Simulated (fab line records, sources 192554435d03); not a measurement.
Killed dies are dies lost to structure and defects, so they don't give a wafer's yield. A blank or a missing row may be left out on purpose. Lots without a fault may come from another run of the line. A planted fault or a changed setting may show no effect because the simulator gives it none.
Chamber matching | flow n5_finfet | N5_BEOL_M7_DEP_56 on pecvd-02: 3 sister chambers
The step deposits SiCN from 3MS/NH3, target thk 10 nm, time 17.5 s. 14 wafers are shown with their chamber, then 7 later ones without.

WAFERS WITH THEIR CHAMBER
wafer  | chamber | throttle_valve_pct (%) | showerhead_plenum_p_Torr (Torr)
L078.1 | 0       | 9.9                    | 3.641
L078.4 | 1       | 9.4                    | 3.661
L078.5 | 0       | 10.1                   | 3.641
L080.3 | 1       | 9.5                    | 3.659
L080.4 | 1       | 9.7                    | 3.657
L080.5 | 0       | 9.9                    | 3.634
L082.1 | 2       | 8.0                    | 3.672
L082.4 | 1       | 9.8                    | 3.659
L082.6 | 2       | 8.3                    | 3.673
L088.2 | 1       | 9.6                    | 3.654
L088.5 | 1       | 9.8                    | 3.662
L088.6 | 2       | 8.2                    | 3.679
L092.2 | 1       | 9.8                    | 3.650
L092.4 | 0       | 10.1                   | 3.642

SIGNATURES (means of the wafers above)
reading                  | chamber 0 | chamber 1 | chamber 2 | scatter within a chamber
throttle_valve_pct       | 10.000    | 9.657     | 8.167     | 0.149
showerhead_plenum_p_Torr | 3.63950   | 3.65743   | 3.67467   | 0.00399
Rule: a wafer's distance from a chamber is the root of the sum, over the readings, of the square of ((its reading less the chamber's mean) divided by the reading's scatter). The wafer belongs to the nearest chamber; if the next one is less than 2 further off, it can't be placed. The scatter: the root of (the sum of the squares of (reading less its chamber's mean) over the shown wafers, divided by (wafers less chambers)).

WAFERS WITHOUT THEIR CHAMBER
wafer  | throttle_valve_pct (%) | showerhead_plenum_p_Torr (Torr)
L092.5 | 9.7                    | 3.658
L095.2 | 8.7                    | 3.675
L095.4 | 8.7                    | 3.679
L095.5 | 9.6                    | 3.672
L097.3 | 9.8                    | 3.657
L097.4 | 9.6                    | 3.662
L097.6 | 10.1                   | 3.641

WHICH CHAMBER EACH WENT THROUGH
wafer  | from the rows above | in truth
L092.5 | 1                   | 1
L095.2 | 2                   | 2
L095.4 | 2                   | 2
L095.5 | 1                   | 1
L097.3 | 1                   | 1
L097.4 | 1                   | 1
L097.6 | 0                   | 0
Placed correctly: 7 of 7. Can't be placed from these rows: 0. Placed wrongly: 0.
